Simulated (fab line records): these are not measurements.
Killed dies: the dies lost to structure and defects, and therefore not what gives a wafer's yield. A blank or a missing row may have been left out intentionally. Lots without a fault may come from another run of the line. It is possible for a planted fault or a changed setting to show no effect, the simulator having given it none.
Which tool was responsible? | flow n5_finfet | Sampling: 24 lots, 72 wafers, 5 of 1938 route steps

== WHAT EACH GAUGE READ, for each wafer ==
N5_BEOL_M11_CD_MEAS_35: target cd 70 nm. Usual: cd_nm at 70.1 nm, with a standard deviation of 0.87.
lot  | measured     | on        | cd_nm (nm)     | flag
L074 | day 10 07:20 | cd_sem-03 | 68.8 69.9 69.2 |
L076 | day 10 10:14 | cd_sem-03 | 70.7 70.2 71.8 |
L075 | day 10 19:41 | cd_sem-01 | 71.0 70.4 71.2 |
L078 | day 11 11:28 | cd_sem-03 | 70.3 70.5 69.8 |
L077 | day 11 20:08 | cd_sem-01 | 69.6 69.3 70.0 |
L079 | day 11 20:25 | cd_sem-03 | 69.5 69.0 68.9 |
L080 | day 12 11:01 | cd_sem-02 | 70.1 70.7 70.8 |
L083 | day 12 14:34 | cd_sem-02 | 72.5 69.4 71.4 |
L081 | day 12 14:41 | cd_sem-03 | 69.1 70.5 67.9 |
L082 | day 12 16:38 | cd_sem-03 | 67.8 68.9 71.1 |
L085 | day 13 01:59 | cd_sem-01 | 71.0 69.4 69.1 |
L084 | day 13 07:31 | cd_sem-01 | 70.6 69.6 69.8 |
L086 | day 13 20:49 | cd_sem-01 | 71.5 70.2 71.5 |
L088 | day 13 21:08 | cd_sem-01 | 70.3 70.6 70.1 |
L087 | day 14 06:54 | cd_sem-01 | 68.8 69.1 71.4 |
L090 | day 14 11:15 | cd_sem-02 | 71.4 69.9 69.7 |
L092 | day 14 13:44 | cd_sem-02 | 70.1 68.6 69.2 |
L089 | day 14 14:10 | cd_sem-03 | 69.9 69.4 69.5 |
L091 | day 14 18:27 | cd_sem-03 | 70.3 69.7 69.1 |
L095 | day 15 10:56 | cd_sem-03 | 69.8 70.6 70.6 |
L094 | day 15 10:29 | cd_sem-01 | 71.1 70.4 69.1 |
L093 | day 15 13:38 | cd_sem-03 | 69.3 70.2 70.3 |
L097 | day 16 01:44 | cd_sem-03 | 68.8 70.1 71.7 |
L096 | day 16 06:18 | cd_sem-01 | 70.3 70.2 70.1 |

N5_BEOL_M12_INSPECT_12: inspects for defects (macro). Usual: raw_defect_count at 2.2, with a standard deviation of 1.3.
lot  | measured     | on                | raw_defect_count | flag
L074 | day 10 10:14 | defect_inspect-02 | 3 3 4            |
L076 | day 10 15:20 | defect_inspect-02 | 1 1 2            |
L075 | day 10 23:01 | defect_inspect-01 | 2 0 2            |
L078 | day 11 14:51 | defect_inspect-02 | 1 2 2            |
L077 | day 11 23:48 | defect_inspect-02 | 1 2 1            |
L079 | day 12 00:12 | defect_inspect-01 | 4 0 4            |
L080 | day 12 13:50 | defect_inspect-01 | 2 1 3            |
L083 | day 12 18:28 | defect_inspect-01 | 2 2 1            |
L081 | day 12 19:00 | defect_inspect-01 | 1 1 3            |
L082 | day 12 19:43 | defect_inspect-01 | 3 2 1            |
L085 | day 13 06:13 | defect_inspect-01 | 3 1 4            |
L084 | day 13 11:45 | defect_inspect-02 | 2 4 2            |
L086 | day 13 23:44 | defect_inspect-01 | 1 3 2            |
L088 | day 14 00:01 | defect_inspect-01 | 3 5 3            |
L087 | day 14 10:02 | defect_inspect-02 | 1 4 2            |
L090 | day 14 14:35 | defect_inspect-02 | 3 3 1            |
L092 | day 14 16:28 | defect_inspect-01 | 2 0 3            |
L089 | day 14 17:06 | defect_inspect-01 | 2 2 4            |
L091 | day 14 21:22 | defect_inspect-02 | 1 3 1            |
L095 | day 15 15:54 | defect_inspect-02 | 0 2 1            |
L094 | day 15 13:26 | defect_inspect-01 | 2 2 3            |
L093 | day 15 16:44 | defect_inspect-02 | 0 3 3            |
L097 | day 16 06:20 | defect_inspect-02 | 1 1 3            |
L096 | day 16 09:37 | defect_inspect-02 | 2 1 3            |

N5_BEOL_M13_INSPECT_12: inspects for defects (macro). Usual: raw_defect_count at 2.3, with a standard deviation of 1.6.
lot  | measured     | on                | raw_defect_count | flag
L074 | day 10 16:58 | defect_inspect-02 | 1 0 4            |
L076 | day 10 21:02 | defect_inspect-01 | 3 3 3            |
L075 | day 11 04:23 | defect_inspect-01 | 2 4 2            |
L078 | day 11 20:17 | defect_inspect-02 | 3 1 2            |
L077 | day 12 03:56 | defect_inspect-01 | 0 1 2            |
L079 | day 12 08:28 | defect_inspect-02 | 3 7 3            |
L080 | day 13 00:55 | defect_inspect-01 | 1 1 5            |
L083 | day 13 01:19 | defect_inspect-01 | 4 4 2            |
L081 | day 13 01:29 | defect_inspect-01 | 1 3 0            |
L082 | day 13 01:41 | defect_inspect-01 | 2 1 0            |
L085 | day 13 15:08 | defect_inspect-02 | 2 1 0            |
L084 | day 13 16:54 | defect_inspect-01 | 2 0 4            |
L086 | day 14 09:03 | defect_inspect-02 | 4 1 1            |
L088 | day 14 11:02 | defect_inspect-02 | 2 1 0            |
L087 | day 14 16:21 | defect_inspect-02 | 3 3 2            |
L090 | day 14 21:33 | defect_inspect-01 | 1 1 1            |
L092 | day 14 22:11 | defect_inspect-01 | 0 0 0            |
L089 | day 15 00:13 | defect_inspect-02 | 1 2 3            |
L091 | day 15 01:18 | defect_inspect-01 | 1 4 1            |
L095 | day 15 20:05 | defect_inspect-01 | 3 2 2            |
L094 | day 15 19:51 | defect_inspect-01 | 3 0 5            |
L093 | day 15 22:20 | defect_inspect-02 | 2 4 1            |
L097 | day 16 12:44 | defect_inspect-01 | 1 4 0            |
L096 | day 16 13:38 | defect_inspect-01 | 5 3 1            |

== TOOL THAT RAN EACH LOT (tool first, then ch and the chambers of the sampled wafers, then the start) ==
lot  | N5_BEOL_M11_ETCH_61                | N5_BEOL_M12_ETCH_59
L074 | rie_diel-05 ch 1,2,3, day 10 03:13 | rie_diel-06 ch 0,2, day 10 10:18
L076 | rie_diel-05 ch 0,2, day 10 08:16   | rie_diel-06 ch 0,2,3, day 10 15:53
L075 | rie_diel-05 ch 0,1, day 10 15:01   | rie_diel-04 ch 0,1,2, day 10 23:10
L078 | rie_diel-03 ch 2,3, day 11 09:20   | rie_diel-04 ch 0,3, day 11 14:58
L077 | rie_diel-02 ch 0,3, day 11 18:31   | rie_diel-04 ch 0,1,3, day 11 23:59
L079 | rie_diel-05 ch 0,3, day 11 18:35   | rie_diel-01 ch 0,1,3, day 12 00:19
L080 | rie_diel-02 ch 0,1,3, day 12 06:22 | rie_diel-06 ch 2,3, day 12 13:53
L083 | rie_diel-03 ch 0,3, day 12 11:48   | rie_diel-01 ch 1,2,3, day 12 18:48
L081 | rie_diel-05 ch 1,3, day 12 12:49   | rie_diel-01 ch 2,3, day 12 19:04
L082 | rie_diel-03 ch 0,1,3, day 12 14:59 | rie_diel-01 ch 0,1, day 12 19:47
L085 | rie_diel-02 ch 1,2,3, day 12 22:25 | rie_diel-01 ch 1,2, day 13 06:17
L084 | rie_diel-02 ch 1,2,3, day 13 05:56 | rie_diel-01 ch 0,3, day 13 11:49
L086 | rie_diel-03 ch 0,3, day 13 18:07   | rie_diel-01 ch 1,2,3, day 13 23:49
L088 | rie_diel-05 ch 0,3, day 13 18:41   | rie_diel-04 ch 0,2, day 14 00:05
L087 | rie_diel-03 ch 2,3, day 14 01:38   | rie_diel-06 ch 1,2, day 14 10:06
L090 | rie_diel-02 ch 1,2,3, day 14 07:52 | rie_diel-06 ch 0,1,2, day 14 14:39
L092 | rie_diel-02 ch 0,1,3, day 14 11:49 | rie_diel-06 ch 0,1,3, day 14 16:32
L089 | rie_diel-05 ch 0,1, day 14 12:08   | rie_diel-04 ch 0,1,2, day 14 17:10
L091 | rie_diel-05 ch 1,3, day 14 15:43   | rie_diel-06 ch 1,2,3, day 14 21:26
L095 | rie_diel-05 ch 0,1,2, day 15 08:23 | rie_diel-01 ch 0,1,3, day 15 15:58
L094 | rie_diel-03 ch 1,2,3, day 15 08:58 | rie_diel-04 ch 0,3, day 15 13:31
L093 | rie_diel-03 ch 0,2,3, day 15 11:11 | rie_diel-04 ch 0,1, day 15 17:04
L097 | rie_diel-03 ch 0,2,3, day 16 00:08 | rie_diel-06 ch 1,3, day 16 06:25
L096 | rie_diel-05 ch 0,1,3, day 16 04:51 | rie_diel-04 ch 0,1,3, day 16 09:41
- N5_BEOL_M11_ETCH_61: etches SiARC in CF4, target depth 39 nm, time 65 s.
- N5_BEOL_M12_ETCH_59: etches BARC in N2/H2, target depth 89 nm, overetch 26.7 nm, time 67.9 s.

== AS READ BY THE TOOLS THEMSELVES (means over the sampled wafers that have a number; for cases with no such wafer, the mark the record gives instead) ==
N5_BEOL_M11_ETCH_61. Usual: cf4_flow_sccm is 100.01 sccm with standard deviation 0.29, drypump_motor_current_A is 5.8 A with standard deviation 0.5, etch_rf_on_time_s is 64.5 s with standard deviation 1.4, oes_product_au is 0.67 a.u. with standard deviation 0.061, rf_vpp_V is 184.0 V with standard deviation 0.95, showerhead_plenum_p_Torr is 2.13 Torr with standard deviation 0.046, and throttle_valve_pct is 15.54 % with standard deviation 0.21.
lot  | tool        | cf4_flow_sccm (sccm) | drypump_motor_current_A (A) | etch_rf_on_time_s (s) | oes_product_au (a.u.) | rf_vpp_V (V) | showerhead_plenum_p_Torr (Torr) | throttle_valve_pct (%) | flag
L074 | rie_diel-05 | 100.15               | 6.0                         | 63.9                  | 0.67                  | 183.8        | 2.15                            | 15.58                  |
L076 | rie_diel-05 | 100.00               | 5.9                         | 63.9                  | 0.66                  | 184.4        | 2.15                            | 15.53                  |
L075 | rie_diel-05 | 100.14               | 5.7                         | 65.4                  | 0.61                  | 184.4        | 2.17                            | 15.56                  |
L078 | rie_diel-03 | 100.10               | 6.0                         | 65.1                  | 0.62                  | 184.3        | 2.19                            | 15.66                  |
L077 | rie_diel-02 | 100.43               | 5.4                         | 65.2                  | 0.66                  | 183.1        | 2.09                            | 15.51                  |
L079 | rie_diel-05 | 99.78                | 6.0                         | 65.5                  | 0.62                  | 183.8        | 2.10                            | 15.78                  |
L080 | rie_diel-02 | 100.13               | 5.5                         | 64.9                  | 0.67                  | 183.9        | 2.08                            | 15.42                  |
L083 | rie_diel-03 | 99.83                | 6.2                         | 62.8                  | 0.69                  | 184.3        | 2.12                            | 15.48                  |
L081 | rie_diel-05 | 99.97                | 5.9                         | 64.6                  | 0.63                  | 184.8        | 2.16                            | 15.62                  |
L082 | rie_diel-03 | 99.96                | 5.6                         | 63.5                  | 0.70                  | 184.3        | 2.13                            | 15.48                  |
L085 | rie_diel-02 | 99.97                | 5.8                         | 65.5                  | 0.62                  | 184.4        | 2.10                            | 15.69                  |
L084 | rie_diel-02 | 100.12               | 5.8                         | 65.9                  | 0.62                  | 183.6        | 2.09                            | 15.68                  |
L086 | rie_diel-03 | 99.76                | 5.7                         | 63.3                  | 0.68                  | 182.7        | 2.10                            | 15.52                  |
L088 | rie_diel-05 | 99.77                | 6.0                         | 64.5                  | 0.76                  | 183.5        | 2.10                            | 15.46                  |
L087 | rie_diel-03 | 99.82                | 6.0                         | 64.5                  | 0.76                  | 183.9        | 2.18                            | 15.37                  |
L090 | rie_diel-02 | 99.99                | 5.8                         | 66.2                  | 0.61                  | 184.4        | 2.09                            | 15.71                  |
L092 | rie_diel-02 | 99.83                | 5.5                         | 65.2                  | 0.65                  | 183.5        | 2.07                            | 15.45                  |
L089 | rie_diel-05 | 99.87                | 5.7                         | 64.6                  | 0.66                  | 184.9        | 2.16                            | 15.44                  |
L091 | rie_diel-05 | 100.13               | 5.9                         | 65.1                  | 0.62                  | 184.3        | 2.16                            | 15.64                  |
L095 | rie_diel-05 | 100.12               | 5.8                         | 64.5                  | 0.68                  | 183.5        | 2.15                            | 15.45                  |
L094 | rie_diel-03 | 99.89                | 5.7                         | 63.7                  | 0.72                  | 184.2        | 2.17                            | 15.45                  |
L093 | rie_diel-03 | 100.01               | 5.9                         | 64.4                  | 0.71                  | 183.6        | 2.13                            | 15.47                  |
L097 | rie_diel-03 | 99.86                | 5.9                         | 64.2                  | 0.70                  | 184.0        | 2.13                            | 15.46                  |
L096 | rie_diel-05 | 100.04               | 5.9                         | 64.9                  | 0.67                  | 183.0        | 2.12                            | 15.59                  |

N5_BEOL_M12_ETCH_59. Usual: drypump_motor_current_A 5.7 A, standard deviation 0.32; oes_product_au 0.68 a.u., standard deviation 0.058; rf_vpp_V 524.4 V, standard deviation 2; showerhead_plenum_p_Torr 2.56 Torr, standard deviation 0.072; throttle_valve_pct 17.87 %, standard deviation 0.26.
lot  | tool        | drypump_motor_current_A (A) | oes_product_au (a.u.) | rf_vpp_V (V) | showerhead_plenum_p_Torr (Torr) | throttle_valve_pct (%) | flag
L074 | rie_diel-06 | 5.7                         | 0.69                  | 523.7        | 2.53                            | 17.88                  |
L076 | rie_diel-06 | 5.8                         | 0.69                  | 523.8        | 2.53                            | 17.80                  |
L075 | rie_diel-04 | 5.7                         | 0.63                  | 524.4        | 2.57                            | 17.71                  |
L078 | rie_diel-04 | 6.2                         | 0.68                  | 521.4        | 2.49                            | 17.67                  |
L077 | rie_diel-04 | 5.9                         | 0.65                  | 522.9        | 2.51                            | 17.70                  |
L079 | rie_diel-01 | 5.4                         | 0.67                  | 525.4        | 2.60                            | 18.17                  |
L080 | rie_diel-06 | 5.8                         | 0.67                  | 524.5        | 2.53                            | 17.86                  |
L083 | rie_diel-01 | 5.6                         | 0.69                  | 526.9        | 2.63                            | 18.18                  |
L081 | rie_diel-01 | 5.7                         | 0.74                  | 526.1        | 2.66                            | 18.04                  |
L082 | rie_diel-01 | 5.4                         | 0.63                  | 525.7        | 2.62                            | 18.32                  |
L085 | rie_diel-01 | 5.7                         | 0.66                  | 526.5        | 2.66                            | 18.34                  |
L084 | rie_diel-01 | 5.2                         | 0.68                  | 524.5        | 2.59                            | 18.03                  |
L086 | rie_diel-01 | 5.6                         | 0.67                  | 526.4        | 2.63                            | 18.20                  |
L088 | rie_diel-04 | 5.7                         | 0.61                  | 525.8        | 2.61                            | 17.77                  |
L087 | rie_diel-06 | 5.8                         | 0.69                  | 524.5        | 2.55                            | 17.87                  |
L090 | rie_diel-06 | 5.7                         | 0.69                  | 522.5        | 2.53                            | 17.82                  |
L092 | rie_diel-06 | 5.9                         | 0.70                  | 522.9        | 2.53                            | 17.76                  |
L089 | rie_diel-04 | 5.7                         | 0.69                  | 524.3        | 2.56                            | 17.63                  |
L091 | rie_diel-06 | 5.9                         | 0.69                  | 524.6        | 2.55                            | 17.80                  |
L095 | rie_diel-01 | 5.5                         | 0.72                  | 525.9        | 2.59                            | 18.08                  |
L094 | rie_diel-04 | 6.2                         | 0.67                  | 523.6        | 2.52                            | 17.76                  |
L093 | rie_diel-04 | 6.0                         | 0.71                  | 524.8        | 2.54                            | 17.64                  |
L097 | rie_diel-06 | 6.0                         | 0.68                  | 524.2        | 2.55                            | 17.74                  |
L096 | rie_diel-04 | 5.9                         | 0.69                  | 523.2        | 2.49                            | 17.62                  |

== THE ANSWER, worked out from the rows above alone ==
Rule: take the mean of a lot's wafers that have a number; if it is more than 3 standard deviations from the usual mean, the lot is off. A lot without any number at a reading at which 4 lots or more have one is off too. Any other lot the step has rows for is counted as sound. The gauges are gone through in route order, then the tools' own readings, and for those a lot's mean is taken as printed above. At the first step where some lot is off, the reading lying furthest off is the one used; lots without a number count as furthest.
None of the lots is off at any reading shown; this tells nothing.

== WHAT HAD BEEN PUT IN BY THE SIMULATOR ==
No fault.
